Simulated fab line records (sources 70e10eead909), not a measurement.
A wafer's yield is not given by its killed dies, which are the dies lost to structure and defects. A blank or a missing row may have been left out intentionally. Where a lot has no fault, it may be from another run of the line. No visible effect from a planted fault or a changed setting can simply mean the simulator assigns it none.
Which tool is to blame? :: flow nandHarc :: 12 lots, 36 wafers sampled, at 5 steps of a route of 1159

== WHAT THE GAUGES SHOWED, per wafer ==
NHARC_P_M0_CD_MEAS_16. Usual: 90.3 nm for cdNm, sd 0.83.
lot: L137
measured: day 5 23:11
on: cdSem-03
cdNm (nm): 90.1 88.8 89.0
flag: 

lot: L139
measured: day 6 11:12
on: cdSem-01
cdNm (nm): 90.1 90.0 90.1
flag: 

lot: L142
measured: day 7 08:43
on: cdSem-02
cdNm (nm): 90.3 90.5 90.8
flag: 

lot: L143
measured: day 7 11:51
on: cdSem-01
cdNm (nm): 89.3 88.8 88.5
flag: 

lot: L144
measured: day 7 20:46
on: cdSem-01
cdNm (nm): 89.8 89.9 91.4
flag: 

lot: L145
measured: day 8 00:56
on: cdSem-01
cdNm (nm): 92.0 90.9 91.4
flag: 

lot: L146
measured: day 8 18:30
on: cdSem-02
cdNm (nm): 89.9 89.6 90.8
flag: 

lot: L149
measured: day 8 21:55
on: cdSem-03
cdNm (nm): 89.7 91.5 89.9
flag: 

lot: L150
measured: day 9 06:25
on: cdSem-01
cdNm (nm): 90.4 89.7 90.8
flag: 

lot: L151
measured: day 9 13:11
on: cdSem-01
cdNm (nm): 89.9 89.5 89.6
flag: 

lot: L152
measured: day 10 01:39
on: cdSem-03
cdNm (nm): 92.2 89.6 89.4
flag: 

lot: L159
measured: day 11 19:45
on: cdSem-03
cdNm (nm): 91.5 90.6 91.4
flag: 

NHARC_END_SORT_01. Usual: defectLimitedYield 95.6 %, standard deviation 1.6; killedAtArray 26, standard deviation 11; killedAtOther 0.4, standard deviation 0.78; killedAtPeriphery 3.4, standard deviation 2.4; killedDies 29, standard deviation 11; killedOpen 3.1, standard deviation 1.9; killedShort 1.9, standard deviation 1.4; sort_bin_2_pct 1.3 %, standard deviation 0.63; sort_bin_3_pct 0.20 %, standard deviation 0.18; sort_bin_4_pct 2.8 %, standard deviation 1.1; sortNPass 648, standard deviation 11; sortRimYieldPct 95 %, standard deviation 3.4; sortYieldPct 95.6 %, standard deviation 1.6.
lot: L142
measured: day 23 17:24
on: prober-02
defectLimitedYield (%): 97.8 96.6 97.8
killedAtArray: 12 21 14
killedAtOther: 1 0 0
killedAtPeriphery: 2 2 1
killedDies: 15 23 15
killedOpen: 1 3 1
killedShort: 0 2 1
sort_bin_2_pct (%): 0.4 1.0 0.7
sort_bin_3_pct (%): 0.15 0 0.15
sort_bin_4_pct (%): 1.6 2.4 1.3
sortNPass: 662 654 662
sortRimYieldPct (%): 96 96 97
sortYieldPct (%): 97.8 96.6 97.8
flag: 

lot: L149
measured: day 24 11:57
on: prober-01
defectLimitedYield (%): 94.2
killedAtArray: 36
killedAtOther: 2
killedAtPeriphery: 1
killedDies: 39
killedOpen: 1
killedShort: 1
sort_bin_2_pct (%): 1.5
sort_bin_3_pct (%): 0.30
sort_bin_4_pct (%): 4.0
sortNPass: 638
sortRimYieldPct (%): 100
sortYieldPct (%): 94.2
flag: 

lot: L150
measured: day 24 23:32
on: prober-01
defectLimitedYield (%): 0 0 0
killedAtArray: 37 28 40
killedAtOther: 1 0 1
killedAtPeriphery: 639 649 636
killedDies: 677 677 677
killedOpen: 5 2 2
killedShort: 1 2 3
sort_bin_2_pct (%): 96.6 96.9 95.6
sort_bin_3_pct (%): 0.30 0.15 0.15
sort_bin_4_pct (%): 3.1 3.0 4.3
sortNPass: 0 0 0
sortRimYieldPct (%): 0 0 0
sortYieldPct (%): 0 0 0
flag: OFF

lot: L151
measured: day 24 15:47
on: prober-01
defectLimitedYield (%): 0 0 0
killedAtArray: 26 30 24
killedAtOther: 0 0 0
killedAtPeriphery: 651 647 653
killedDies: 677 677 677
killedOpen: 1 3 2
killedShort: 3 1 5
sort_bin_2_pct (%): 97.3 96.5 97.0
sort_bin_3_pct (%): 0.15 0 0
sort_bin_4_pct (%): 2.5 3.5 3.0
sortNPass: 0 0 0
sortRimYieldPct (%): 0 0 0
sortYieldPct (%): 0 0 0
flag: OFF

lot: L152
measured: day 24 23:51
on: prober-02
defectLimitedYield (%): 0 0 0
killedAtArray: 20 40 40
killedAtOther: 0 0 0
killedAtPeriphery: 657 637 637
killedDies: 677 677 677
killedOpen: 2 4 2
killedShort: 2 5 1
sort_bin_2_pct (%): 96.6 94.8 96.2
sort_bin_3_pct (%): 0.30 0.44 0.44
sort_bin_4_pct (%): 3.1 4.7 3.4
sortNPass: 0 0 0
sortRimYieldPct (%): 0 0 0
sortYieldPct (%): 0 0 0
flag: OFF

== WHICH TOOL RAN EACH LOT (tool, then ch and the chambers of the sampled wafers, then the start) ==
lot: L137
NHARC_P_M0_STRIP_18: rieDiel-09 ch 1,2, day 5 23:15
NHARC_P_M0_ANNEAL_30: rtpAnneal-02 ch 0, day 6 00:35
NHARC_P_M1_DEP_00: pecvd-02 ch 0,1, day 6 02:42

lot: L139
NHARC_P_M0_STRIP_18: rieDiel-09 ch 0,1,2, day 6 11:20
NHARC_P_M0_ANNEAL_30: rtpAnneal-02 ch 0, day 6 12:34
NHARC_P_M1_DEP_00: pecvd-03 ch 1,2, day 6 13:58

lot: L142
NHARC_P_M0_STRIP_18: rieDiel-10 ch 0,2,3, day 7 08:49
NHARC_P_M0_ANNEAL_30: rtpAnneal-02 ch 0, day 7 10:10
NHARC_P_M1_DEP_00: pecvd-04 ch 0,2, day 7 11:38

lot: L143
NHARC_P_M0_STRIP_18: rieDiel-10 ch 1,2,3, day 7 11:56
NHARC_P_M0_ANNEAL_30: rtpAnneal-02 ch 0, day 7 13:26
NHARC_P_M1_DEP_00: pecvd-03 ch 1,2, day 7 15:02

lot: L144
NHARC_P_M0_STRIP_18: rieDiel-10 ch 0,1,2, day 7 20:50
NHARC_P_M0_ANNEAL_30: rtpAnneal-01 ch 0, day 7 22:07
NHARC_P_M1_DEP_00: pecvd-02 ch 1,2, day 7 23:47

lot: L145
NHARC_P_M0_STRIP_18: rieDiel-10 ch 0,1,3, day 8 01:02
NHARC_P_M0_ANNEAL_30: rtpAnneal-02 ch 0, day 8 02:21
NHARC_P_M1_DEP_00: pecvd-03 ch 0,2, day 8 03:47

lot: L146
NHARC_P_M0_STRIP_18: rieDiel-10 ch 0,3, day 8 18:35
NHARC_P_M0_ANNEAL_30: rtpAnneal-02 ch 0, day 8 19:59
NHARC_P_M1_DEP_00: pecvd-03 ch 0,1,2, day 8 21:21

lot: L149
NHARC_P_M0_STRIP_18: rieDiel-10 ch 1,2, day 8 21:59
NHARC_P_M0_ANNEAL_30: rtpAnneal-01 ch 0, day 8 23:17
NHARC_P_M1_DEP_00: pecvd-04 ch 0,1, day 9 00:42

lot: L150
NHARC_P_M0_STRIP_18: rieDiel-10 ch 2,3, day 9 06:29
NHARC_P_M0_ANNEAL_30: rtpAnneal-01 ch 0, day 9 08:09
NHARC_P_M1_DEP_00: pecvd-02 ch 0,1, day 9 09:32

lot: L151
NHARC_P_M0_STRIP_18: rieDiel-10 ch 0,1,2, day 9 13:19
NHARC_P_M0_ANNEAL_30: rtpAnneal-02 ch 0, day 9 14:46
NHARC_P_M1_DEP_00: pecvd-02 ch 0,2, day 9 16:29

lot: L152
NHARC_P_M0_STRIP_18: rieDiel-09 ch 0,1,2, day 10 01:43
NHARC_P_M0_ANNEAL_30: rtpAnneal-02 ch 0, day 10 03:04
NHARC_P_M1_DEP_00: pecvd-03 ch 0,1, day 10 04:31

lot: L159
NHARC_P_M0_STRIP_18: rieDiel-02 ch 0,1,2, day 11 19:49
NHARC_P_M0_ANNEAL_30: rtpAnneal-02 ch 0, day 11 21:10
NHARC_P_M1_DEP_00: pecvd-04 ch 0,2, day 11 22:35
- NHARC_P_M0_STRIP_18: strips in N2/H2.
- NHARC_P_M0_ANNEAL_30: time 90 s.
- NHARC_P_M1_DEP_00: deposits SiOC, target thk 182.5 nm.

== AS READ BY THE TOOLS THEMSELVES (means over the sampled wafers that have a number; for cases with no such wafer, the mark the record gives instead) ==
NHARC_P_M0_STRIP_18. Usual: drypumpMotorCurrentA 5.9 A, standard deviation 0.45; oesProductAu 0.995 a.u., standard deviation 0.012; rfVppV 90.8 V, standard deviation 1.1; showerheadPlenumPTorr 2.07 Torr, standard deviation 0.11; throttleValvePct 14.171 %, standard deviation 0.0094.
lot: L137
tool: rieDiel-09
drypumpMotorCurrentA (A): 5.6
oesProductAu (a.u.): 1.001
rfVppV (V): 90.8
showerheadPlenumPTorr (Torr): 2.01
throttleValvePct (%): 14.168
flag: 

lot: L139
tool: rieDiel-09
drypumpMotorCurrentA (A): 5.9
oesProductAu (a.u.): 0.999
rfVppV (V): 90.6
showerheadPlenumPTorr (Torr): 2.09
throttleValvePct (%): 14.175
flag: 

lot: L142
tool: rieDiel-10
drypumpMotorCurrentA (A): 6.2
oesProductAu (a.u.): 0.985
rfVppV (V): 91.0
showerheadPlenumPTorr (Torr): 2.10
throttleValvePct (%): 14.174
flag: 

lot: L143
tool: rieDiel-10
drypumpMotorCurrentA (A): 5.9
oesProductAu (a.u.): 0.980
rfVppV (V): 90.8
showerheadPlenumPTorr (Torr): 2.02
throttleValvePct (%): 14.177
flag: 

lot: L144
tool: rieDiel-10
drypumpMotorCurrentA (A): 6.0
oesProductAu (a.u.): 0.990
rfVppV (V): 91.9
showerheadPlenumPTorr (Torr): 2.09
throttleValvePct (%): 14.174
flag: 

lot: L145
tool: rieDiel-10
drypumpMotorCurrentA (A): 5.8
oesProductAu (a.u.): 0.990
rfVppV (V): 91.1
showerheadPlenumPTorr (Torr): 2.02
throttleValvePct (%): 14.171
flag: 

lot: L146
tool: rieDiel-10
drypumpMotorCurrentA (A): 6.1
oesProductAu (a.u.): 1.004
rfVppV (V): 91.3
showerheadPlenumPTorr (Torr): 2.11
throttleValvePct (%): 14.165
flag: 

lot: L149
tool: rieDiel-10
drypumpMotorCurrentA (A): 5.7
oesProductAu (a.u.): 0.972
rfVppV (V): 90.5
showerheadPlenumPTorr (Torr): 2.01
throttleValvePct (%): 14.173
flag: 

lot: L150
tool: rieDiel-10
drypumpMotorCurrentA (A): 6.1
oesProductAu (a.u.): 1.004
rfVppV (V): 90.5
showerheadPlenumPTorr (Torr): 2.03
throttleValvePct (%): 14.167
flag: 

lot: L151
tool: rieDiel-10
drypumpMotorCurrentA (A): 6.0
oesProductAu (a.u.): 0.989
rfVppV (V): 91.4
showerheadPlenumPTorr (Torr): 2.09
throttleValvePct (%): 14.181
flag: 

lot: L152
tool: rieDiel-09
drypumpMotorCurrentA (A): 5.9
oesProductAu (a.u.): 1.002
rfVppV (V): 90.8
showerheadPlenumPTorr (Torr): 2.09
throttleValvePct (%): 14.164
flag: 

lot: L159
tool: rieDiel-02
drypumpMotorCurrentA (A): 5.7
oesProductAu (a.u.): 0.998
rfVppV (V): 90.1
showerheadPlenumPTorr (Torr): 2.07
throttleValvePct (%): 14.176
flag: 

NHARC_P_M0_ANNEAL_30. Usual: 225.80 for wafer_temp_C_max, sd 0.29.
lot: L137
tool: rtpAnneal-02
wafer_temp_C_max: 225.38
flag: 

lot: L139
tool: rtpAnneal-02
wafer_temp_C_max: 225.52
flag: 

lot: L142
tool: rtpAnneal-02
wafer_temp_C_max: 225.54
flag: 

lot: L143
tool: rtpAnneal-02
wafer_temp_C_max: 225.72
flag: 

lot: L144
tool: rtpAnneal-01
wafer_temp_C_max: 225.88
flag: 

lot: L145
tool: rtpAnneal-02
wafer_temp_C_max: 225.88
flag: 

lot: L146
tool: rtpAnneal-02
wafer_temp_C_max: 225.98
flag: 

lot: L149
tool: rtpAnneal-01
wafer_temp_C_max: 226.03
flag: 

lot: L150
tool: rtpAnneal-01
wafer_temp_C_max: 226.08
flag: 

lot: L151
tool: rtpAnneal-02
wafer_temp_C_max: 225.99
flag: 

lot: L152
tool: rtpAnneal-02
wafer_temp_C_max: 225.45
flag: 

lot: L159
tool: rtpAnneal-02
wafer_temp_C_max: 225.74
flag: 

NHARC_P_M1_DEP_00. Usual: chamberPressureTorr 5.001 Torr, standard deviation 0.012; rfFwdPowerW 598.6 W, standard deviation 2.
lot: L137
tool: pecvd-02
chamberPressureTorr (Torr): 5.017
rfFwdPowerW (W): 597.3
flag: 

lot: L139
tool: pecvd-03
chamberPressureTorr (Torr): 4.999
rfFwdPowerW (W): 597.6
flag: 

lot: L142
tool: pecvd-04
chamberPressureTorr (Torr): 4.993
rfFwdPowerW (W): 599.0
flag: 

lot: L143
tool: pecvd-03
chamberPressureTorr (Torr): 5.002
rfFwdPowerW (W): 598.7
flag: 

lot: L144
tool: pecvd-02
chamberPressureTorr (Torr): 5.003
rfFwdPowerW (W): 596.8
flag: 

lot: L145
tool: pecvd-03
chamberPressureTorr (Torr): 5.000
rfFwdPowerW (W): 598.1
flag: 

lot: L146
tool: pecvd-03
chamberPressureTorr (Torr): 5.003
rfFwdPowerW (W): 598.8
flag: 

lot: L149
tool: pecvd-04
chamberPressureTorr (Torr): 5.007
rfFwdPowerW (W): 599.9
flag: 

lot: L150
tool: pecvd-02
chamberPressureTorr (Torr): -
rfFwdPowerW (W): -
flag: OFF

lot: L151
tool: pecvd-02
chamberPressureTorr (Torr): -
rfFwdPowerW (W): -
flag: OFF

lot: L152
tool: pecvd-03
chamberPressureTorr (Torr): -
rfFwdPowerW (W): -
flag: OFF

lot: L159
tool: pecvd-04
chamberPressureTorr (Torr): 4.997
rfFwdPowerW (W): 597.5
flag: 

== THE ANSWER, worked out from the rows above alone ==
Rule: a lot is off if the mean of its wafers that have a number lies more than 3 standard deviations from the usual mean. A lot without any number at a reading at which 4 lots or more have one is off too. Where the step has rows for the other lots, those lots are counted as sound. First the gauges in route order, then the tools' own readings, where a lot's mean is used as printed above. The first step at which some lot is off is used, and at that step the reading that is off furthest; a lot without a number counts as furthest.
Off: L150, L151, L152, at NHARC_END_SORT_01 (killedAtPeriphery). Neither off nor sound, because the step has no rows for them: L137, L139, L143, L144, L145, L146, L159.
If a tool, at a process step before that reading, ran all the lots that are off and no sound lot after the first of them, it fits. Not tried: the gauges at NHARC_END_SORT_01; whatever is off there is also off at NHARC_P_M1_DEP_00, on other tools, and gauge error can't account for it. None of those tried fits.

== WHAT THE SIMULATOR HAD PUT IN ==
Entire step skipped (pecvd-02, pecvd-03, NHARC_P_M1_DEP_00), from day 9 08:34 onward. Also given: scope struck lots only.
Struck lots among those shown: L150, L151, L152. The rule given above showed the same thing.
